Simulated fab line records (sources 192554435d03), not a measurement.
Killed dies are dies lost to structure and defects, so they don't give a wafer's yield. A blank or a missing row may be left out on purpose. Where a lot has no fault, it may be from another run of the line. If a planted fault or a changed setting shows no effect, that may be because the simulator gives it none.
Which tool is to blame? || flow n5 finfet || 36 wafers from 12 lots sampled at 2 of the route's 1938 steps

## WHAT THE GAUGES READ, wafer by wafer
N5_BEOL_M9_CD_MEAS_18: pitch 140 nm, target cd 70 nm.
{"lot": "L074", "measured": "day 10 18:40", "on": "cd sem-02", "cd nm (nm)": "70.9 70.1 70.5"}
{"lot": "L080", "measured": "day 11 12:23", "on": "cd sem-01", "cd nm (nm)": "69.7 69.1 69.7"}
{"lot": "L077", "measured": "day 11 15:56", "on": "cd sem-01", "cd nm (nm)": "70.9 70.3 70.1"}
{"lot": "L081", "measured": "day 12 18:34", "on": "cd sem-01", "cd nm (nm)": "69.6 69.9 70.1"}
{"lot": "L084", "measured": "day 13 10:41", "on": "cd sem-02", "cd nm (nm)": "70.2 70.0 69.9"}
{"lot": "L086", "measured": "day 14 10:44", "on": "cd sem-01", "cd nm (nm)": "70.2 71.0 70.5"}
{"lot": "L088", "measured": "day 14 14:20", "on": "cd sem-01", "cd nm (nm)": "70.5 70.4 69.8"}
{"lot": "L089", "measured": "day 15 01:14", "on": "cd sem-03", "cd nm (nm)": "71.3 70.7 70.7"}
{"lot": "L091", "measured": "day 15 10:39", "on": "cd sem-03", "cd nm (nm)": "70.5 69.9 70.4"}
{"lot": "L095", "measured": "day 15 20:50", "on": "cd sem-03", "cd nm (nm)": "70.6 69.6 71.0"}
{"lot": "L092", "measured": "day 15 21:59", "on": "cd sem-03", "cd nm (nm)": "68.9 69.7 69.4"}
{"lot": "L097", "measured": "day 17 19:27", "on": "cd sem-02", "cd nm (nm)": "71.3 70.4 70.7"}

## WHICH TOOL RAN EACH LOT (tool, then ch and the chambers of the sampled wafers, then the start)
{"lot": "L074", "N5_BEOL_M9_STRIP_19": "rie diel-06 ch 0,2,3, day 10 18:35"}
{"lot": "L080", "N5_BEOL_M9_STRIP_19": "rie diel-02 ch 2,3, day 11 12:19"}
{"lot": "L077", "N5_BEOL_M9_STRIP_19": "rie diel-02 ch 1,2, day 11 15:52"}
{"lot": "L081", "N5_BEOL_M9_STRIP_19": "rie diel-05 ch 0,1, day 12 18:30"}
{"lot": "L084", "N5_BEOL_M9_STRIP_19": "rie diel-02 ch 0,1,2, day 13 10:37"}
{"lot": "L086", "N5_BEOL_M9_STRIP_19": "rie diel-05 ch 0,1,2, day 14 10:40"}
{"lot": "L088", "N5_BEOL_M9_STRIP_19": "rie diel-02 ch 0,2,3, day 14 14:16"}
{"lot": "L089", "N5_BEOL_M9_STRIP_19": "rie diel-02 ch 0,1,2, day 15 01:10"}
{"lot": "L091", "N5_BEOL_M9_STRIP_19": "rie diel-02 ch 0,2,3, day 15 10:35"}
{"lot": "L095", "N5_BEOL_M9_STRIP_19": "rie diel-05 ch 1,3, day 15 20:46"}
{"lot": "L092", "N5_BEOL_M9_STRIP_19": "rie diel-06 ch 0,1, day 15 21:54"}
{"lot": "L097", "N5_BEOL_M9_STRIP_19": "rie diel-06 ch 0,2,3, day 17 19:23"}
- N5_BEOL_M9_STRIP_19: strips in O2.

## THE ANSWER, worked out from the rows above alone
Rule: the usual values come from the lots themselves. Put in order of their means at a reading, lots are off if they are a third of the lots or fewer, leave a main group of 4 or more, and stand apart from it by a gap of 3 or more times the standard deviation of the main group's means; of several such gaps the widest counts. Not used: any main group whose means are identical at the precision the tables above print for the reading. Also off: a lot with no number at a reading for which 4 or more lots have one. The other lots that the step has rows for count as sound.
No lot is off on any of the readings shown, so nothing can be concluded from this.

## WHAT HAD BEEN PUT IN BY THE SIMULATOR
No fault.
